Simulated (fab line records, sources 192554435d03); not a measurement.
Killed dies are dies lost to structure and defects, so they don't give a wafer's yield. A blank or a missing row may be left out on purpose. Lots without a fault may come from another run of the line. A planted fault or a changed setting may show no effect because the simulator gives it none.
A struck lot beside a sound one | flow n5_finfet | 35 steps out of a route of 1938
Sound: wafers L910.1, L910.2, L910.6. Struck: wafer L918.1. (L918.6 of the same lot was not struck and is left out.) The cause comes at the end.
At each step with rows: each side's tool, then ch and its chambers, then its first start. Under that, the readings that differ: sound wafers | struck wafers | difference of the means | sigmas: that difference in standard deviations of wafers without a fault.
alike: readings whose means differ by less than 2 such deviations, and words and numbers that are the same on both sides. not compared: withheld readings, readings that some wafer has no value for, bounds like >300 that may hide the same value, and numbers for which the record gives no deviation and whose values overlap.
The two part at a step that has a row with sigmas, a row that says differs or no value, or rows on one side only. Numbers that don't overlap but have no deviation are shown without sigmas and don't part them. A reading that every wafer of one side lacks parts them only if that side has two wafers or more.

first, 8 steps without rows for these wafers: N5_BEOL_M9_SPUTTER_48 (material Cu, target thk 12 nm, time 2 s); N5_BEOL_M9_ECD_50 (material Cu, target thk 318 nm); N5_BEOL_M9_ANNEAL_51 (time 90 s); N5_BEOL_M9_CMP_52 (polishes, stops on SiCOH lowk, t overpolish 7 s, target thk 140 nm); N5_BEOL_M9_PRE_CLEAN_55 (time 15 s); N5_BEOL_M9_DEP_56 (deposits SiCN from 3MS/NH3, target thk 15 nm, time 26.5 s); N5_BEOL_M10_ILD_DEP_00 (deposits SiCOH lowk from DEMS/porogen, target thk 308.51 nm, time 58 s); N5_BEOL_M10_CURE_71 (cures SiCOH lowk, time 240 s).
N5_BEOL_M10_PECVD_70: deposits SiO2 from TEOS/O2, target thk 20 nm, time 22.7 s.
  sound on pecvd-04 ch 0,2, day 12 12:49; struck on pecvd-04 ch 2, day 14 15:08
  reading                                     | sound        | struck | difference | sigmas
  model.SiO2_of_BEOL_M10_PECVD_70.thk_nm (nm) | 20 19.8 20.4 | 19     | -1         |
  alike: heater_power_w, showerhead_plenum_p_Torr, showerhead_vpp_V, throttle_valve_pct
then, 24 steps without rows for these wafers: N5_BEOL_M10_HM_DEP_02 (deposits TiN, target thk 20 nm); N5_BEOL_M10_COAT_59 (time 60 s, resist thk 100 nm); N5_BEOL_M10_COAT_60 (time 60 s, resist thk 30 nm); N5_BEOL_M10_COAT_05 (resist thk 90 nm); N5_BEOL_M10_EBR_07; N5_BEOL_M10_SOFTBAKE_06 (time 60 s); N5_BEOL_M10_EXPOSE_08 (exposes mask M10); N5_BEOL_M10_PEB_09 (peb time 60 s); N5_BEOL_M10_DEVELOP_10 (develop time 30 s); N5_BEOL_M10_DESCUM_16 (chemistry O2, time 7.9 s); N5_BEOL_M10_ETCH_61 (etches SiARC in CF4, target depth 39 nm, time 65 s); N5_BEOL_M10_ETCH_62 (etches SOC in N2/H2, target depth 110 nm, overetch 22 nm, time 165 s); N5_BEOL_M10_STRIP_68 (strips in N2/H2); N5_BEOL_M10_STRIP_67 (strips in CF4); N5_BEOL_M10_HM_OPEN_17 (chemistry Cl2/BCl3, target TiN, target depth 20 nm, overetch 6 nm); N5_BEOL_M10_STRIP_19 (strips in O2); N5_BEOL_M10_COAT_63 (time 60 s, resist thk 100 nm); N5_BEOL_M10_COAT_64 (time 60 s, resist thk 30 nm); N5_BEOL_M10_COAT_22 (resist thk 90 nm); N5_BEOL_M10_EBR_24; N5_BEOL_M10_SOFTBAKE_23 (time 60 s); N5_BEOL_M10_EXPOSE_25 (exposes mask V9); N5_BEOL_M10_PEB_26 (peb time 60 s); N5_BEOL_M10_DEVELOP_27 (develop time 30 s).
N5_BEOL_M10_HM_STRIP_39: strips TiN in peroxide tin strip, target depth 25 nm, time 158 s.
  sound on wet_bench-06 ch 4,6,7, day 12 17:34; struck on wet_bench-04 ch 5, day 14 18:58
  reading                                     | sound          | struck | difference | sigmas
  model.SiO2_of_BEOL_M10_PECVD_70.thk_nm (nm) | 19.8 19.8 20.4 | 18.8   | -1.2       |
-- the record jumps here: 2 days lie between the struck wafers' starts before and after (it left off in module BEOL_M10 and takes up again in module PASSIVATION, whose first step shown is number 1936 of the route) --
N5_PASSIVATION_PROBE_49:
  sound on prober-02, day 14 19:43; struck on prober-01, day 17 00:14
  reading                  | sound          | struck | difference | sigmas
  defect_limited_yield (%) | 91.5 91.5 92.2 | 88.2   | -3.5       | -3
  killed_at_M4_up          | 5 8 14         | 24     | +15        | +3
  killed_at_front_end      | 41 48 37       | 69     | +27        | +2
  killed_dies              | 100 100 92     | 139    | +42        | +3
  killed_short             | 31 19 29       | 43     | +17        | +2
  sort_bin_5_function (%)  | 4.9 5.3 3.7    | 6.5    | +1.9       | +2
  sort_bin_6_memory (%)    | 3.2 2.9 3.6    | 4.7    | +1.5       | +2
  sort_n_pass              | 1080 1080 1088 | 1041   | -42        | -3
  alike: killed_at_M0_to_M3, killed_at_contacts, killed_at_other, killed_on_rim, killed_open, sort_bin_8_speed

WHERE THEY PART
Only at N5_PASSIVATION_PROBE_49, within this record.

WHY: what the simulator had put in
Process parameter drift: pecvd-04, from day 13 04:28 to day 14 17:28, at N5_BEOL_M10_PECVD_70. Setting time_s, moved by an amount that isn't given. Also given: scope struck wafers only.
